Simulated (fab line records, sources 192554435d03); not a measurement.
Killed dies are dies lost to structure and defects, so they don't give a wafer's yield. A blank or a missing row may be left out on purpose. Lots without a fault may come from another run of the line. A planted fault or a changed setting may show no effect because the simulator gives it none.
Which tool did it? | flow n5_finfet | 11 lots, 32 wafers sampled, at 4 steps of a route of 1938

WHAT THE GAUGES READ, wafer by wafer
The record holds no reading of a measuring or inspecting step that can be judged against a usual standard deviation.

WHICH TOOL RAN EACH LOT (tool, then ch and the chambers of the sampled wafers, then the start)
lot  | N5_GATE_CUT_VAPOR_ETCH_60        | N5_GATE_CUT_CMP_02            | N5_GATE_CUT_HM_OPEN_40            | N5_GATE_CUT_ETCH_19
L613 | rie_metal-02 ch 0,1, day 5 08:59 | cmp-01 ch 1,2,3, day 5 11:40  | rie_diel-01 ch 1,3, day 5 12:46   | rie_diel-01 ch 1,3, day 5 12:53
L615 | rie_metal-01 ch 0,1, day 5 23:27 | cmp-03 ch 1,2,3, day 6 02:31  | rie_diel-01 ch 0,3, day 6 03:23   | rie_diel-01 ch 0,3, day 6 03:31
L616 | rie_metal-03 ch 0,1, day 6 04:46 | cmp-01 ch 0,2,3, day 6 07:32  | rie_diel-02 ch 1,2,3, day 6 08:32 | rie_diel-02 ch 1,2,3, day 6 08:40
L617 | rie_metal-03 ch 1, day 6 08:44   | cmp-01 ch 1,2,3, day 6 11:32  | rie_diel-04 ch 0,1,3, day 6 12:30 | rie_diel-04 ch 0,1,3, day 6 12:37
L619 | rie_metal-03 ch 0,1, day 6 21:05 | cmp-01 ch 0,1,2, day 6 23:44  | rie_diel-01 ch 0,2,3, day 7 00:41 | rie_diel-01 ch 0,2,3, day 7 00:49
L623 | rie_metal-03 ch 0,1, day 7 19:18 | cmp-03 ch 1,2,3, day 7 21:56  | rie_diel-02 ch 0,2, day 7 22:53   | rie_diel-02 ch 0,2, day 7 23:01
L624 | rie_metal-02 ch 0,1, day 8 02:26 | cmp-01 ch 1,3, day 8 05:08    | rie_diel-01 ch 0,1,2, day 8 06:23 | rie_diel-01 ch 0,1,2, day 8 06:31
L625 | rie_metal-02 ch 0,1, day 8 11:53 | cmp-01 ch 2,3, day 8 14:44    | rie_diel-01 ch 0,2,3, day 8 16:02 | rie_diel-01 ch 0,2,3, day 8 16:10
L626 | rie_metal-01 ch 0, day 8 15:13   | cmp-04 ch 1, day 8 18:00      | rie_diel-01 ch 2,3, day 8 19:09   | rie_diel-01 ch 2,3, day 8 19:16
L629 | rie_metal-03 ch 0,1, day 9 12:22 | cmp-01 ch 1,2, day 9 15:02    | rie_diel-04 ch 1,2, day 9 16:07   | rie_diel-04 ch 1,2, day 9 16:14
L631 | rie_metal-01 ch 0, day 9 20:55   | cmp-03 ch 1,2,3, day 10 00:46 | rie_diel-02 ch 0,2, day 10 02:21  | rie_diel-02 ch 0,2, day 10 02:28
- N5_GATE_CUT_VAPOR_ETCH_60: etches HfO2 in BCl3/Cl2.
- N5_GATE_CUT_CMP_02: polishes, stops on SiO2, t overpolish 12.7 s, target thk 0 nm.
- N5_GATE_CUT_HM_OPEN_40: chemistry C4F6/O2, target SiO2, target depth 139 nm, time 85.1 s.
- N5_GATE_CUT_ETCH_19: etches SiNx in CH3F/O2, target depth 53.7 nm, time 76.7 s.

WHAT THE TOOLS THEMSELVES READ (means of the sampled wafers that have a number; where no wafer has one, the mark that the record gives instead)
N5_GATE_CUT_VAPOR_ETCH_60.
lot  | tool         | drypump_motor_current_A (A) | oes_product_au (a.u.)
L613 | rie_metal-02 | 5.7                         | 0.81
L615 | rie_metal-01 | 5.0                         | 0.79
L616 | rie_metal-03 | 5.6                         | 0.76
L617 | rie_metal-03 | 5.4                         | 0.82
L619 | rie_metal-03 | 5.8                         | 0.70
L623 | rie_metal-03 | 5.8                         | 0.69
L624 | rie_metal-02 | 5.3                         | 0.72
L625 | rie_metal-02 | 5.4                         | 0.72
L626 | rie_metal-01 | 5.0                         | 0.84
L629 | rie_metal-03 | 5.6                         | 0.74
L631 | rie_metal-01 | 5.0                         | 0.84

N5_GATE_CUT_CMP_02.
lot  | tool   | motor_current_A (A) | overpolish_run_s (s) | time_to_endpoint_s (s)
L613 | cmp-01 | 8.9                 | 12.709               | 22.7
L615 | cmp-03 | 8.4                 | 12.702               | 23.4
L616 | cmp-01 | 9.0                 | 12.702               | 23.4
L617 | cmp-01 | 8.7                 | 12.692               | 23.4
L619 | cmp-01 | 8.9                 | 12.698               | 25.3
L623 | cmp-03 | 8.4                 | 12.706               | 23.6
L624 | cmp-01 | 8.6                 | 12.699               | 21.3
L625 | cmp-01 | 8.9                 | 12.709               | 26.6
L626 | cmp-04 | 8.9                 | 12.703               | 25.3
L629 | cmp-01 | 8.4                 | 12.708               | 25.4
L631 | cmp-03 | 8.4                 | 12.699               | 26.9

N5_GATE_CUT_HM_OPEN_40.
lot  | tool        | drypump_motor_current_A (A) | etch_rf_on_time_s (s) | oes_product_au (a.u.) | rf_vpp_V (V) | showerhead_plenum_p_Torr (Torr) | throttle_valve_pct (%)
L613 | rie_diel-01 | 5.4                         | 95.4                  | 0.66                  | 671          | 2.95                            | 21.05
L615 | rie_diel-01 | 4.9                         | 93.7                  | 0.69                  | 668          | 2.96                            | 20.74
L616 | rie_diel-02 | 5.1                         | 94.0                  | 0.75                  | 666          | 3.00                            | 20.92
L617 | rie_diel-04 | 6.0                         | 97.1                  | 0.65                  | 667          | 2.83                            | 20.98
L619 | rie_diel-01 | 5.1                         | 93.9                  | 0.68                  | 664          | 2.92                            | 20.83
L623 | rie_diel-02 | 4.9                         | 93.1                  | 0.72                  | 668          | 2.98                            | 21.26
L624 | rie_diel-01 | 5.4                         | 94.1                  | 0.66                  | 667          | 2.91                            | 20.99
L625 | rie_diel-01 | 5.1                         | 95.3                  | 0.67                  | 665          | 2.92                            | 20.83
L626 | rie_diel-01 | 4.8                         | 95.8                  | 0.68                  | 662          | 2.90                            | 20.91
L629 | rie_diel-04 | 5.9                         | 94.6                  | 0.62                  | 662          | 2.74                            | 21.04
L631 | rie_diel-02 | 5.0                         | 96.1                  | 0.66                  | 671          | 2.95                            | 21.17

N5_GATE_CUT_ETCH_19.
lot  | tool        | drypump_motor_current_A (A) | etch_rf_on_time_s (s) | oes_product_au (a.u.) | rf_vpp_V (V) | showerhead_plenum_p_Torr (Torr) | throttle_valve_pct (%)
L613 | rie_diel-01 | 5.4                         | 78.2                  | 0.63                  | 299.7        | 2.08                            | 16.47
L615 | rie_diel-01 | 4.9                         | 76.7                  | 0.65                  | 299.2        | 2.08                            | 16.17
L616 | rie_diel-02 | 5.1                         | 75.8                  | 0.71                  | 297.8        | 2.11                            | 16.30
L617 | rie_diel-04 | 6.0                         | 77.8                  | 0.62                  | 297.4        | 1.99                            | 16.44
L619 | rie_diel-01 | 5.1                         | 77.4                  | 0.65                  | 297.9        | 2.06                            | 16.27
L623 | rie_diel-02 | 4.9                         | 76.5                  | 0.68                  | 298.9        | 2.10                            | 16.61
L624 | rie_diel-01 | 5.4                         | 71.2                  | 0.67                  | 298.1        | 2.05                            | 16.44
L625 | rie_diel-01 | 5.1                         | 70.5                  | 0.68                  | 297.0        | 2.05                            | 16.28
L626 | rie_diel-01 | 4.8                         | 68.2                  | 0.69                  | 295.5        | 2.04                            | 16.36
L629 | rie_diel-04 | 5.9                         | 77.0                  | 0.59                  | 296.8        | 1.92                            | 16.48
L631 | rie_diel-02 | 5.0                         | 77.2                  | 0.63                  | 300.2        | 2.08                            | 16.60

THE ANSWER, worked out from the rows above alone
Rule: what is usual is taken from the lots themselves. Put in order of their means at a reading, lots are off if they are a third of the lots or fewer, leave a main group of 4 or more, and stand apart from it by a gap of 3 or more times the standard deviation of the main group's means; of several such gaps the widest counts. A main group whose means are all the same, to the digits that the tables above print for the reading, isn't used. A lot without any number at a reading at which 4 lots or more have one is off too. The other lots that the step has rows for count as sound. The gauges are gone through in route order, then the tools' own readings, and for those a lot's mean is taken as printed above. The first step at which some lot is off is used, and at that step the reading that is off furthest; a lot without a number counts as furthest.
Off: L624, L625, L626, at N5_GATE_CUT_ETCH_19 (etch_rf_on_time_s). The main group: mean 77.1 s, standard deviation 0.71.
A tool fits if, at that step or a process step before it, it ran every lot that is off, and no sound lot after the first of them. One fits: rie_diel-01 at N5_GATE_CUT_HM_OPEN_40 and N5_GATE_CUT_ETCH_19. At N5_GATE_CUT_HM_OPEN_40 its last sound lot is L619 (day 7 00:41), its first lot that is off L624 (day 8 06:23): a fault that began between those two fits.

WHAT THE SIMULATOR HAD PUT IN
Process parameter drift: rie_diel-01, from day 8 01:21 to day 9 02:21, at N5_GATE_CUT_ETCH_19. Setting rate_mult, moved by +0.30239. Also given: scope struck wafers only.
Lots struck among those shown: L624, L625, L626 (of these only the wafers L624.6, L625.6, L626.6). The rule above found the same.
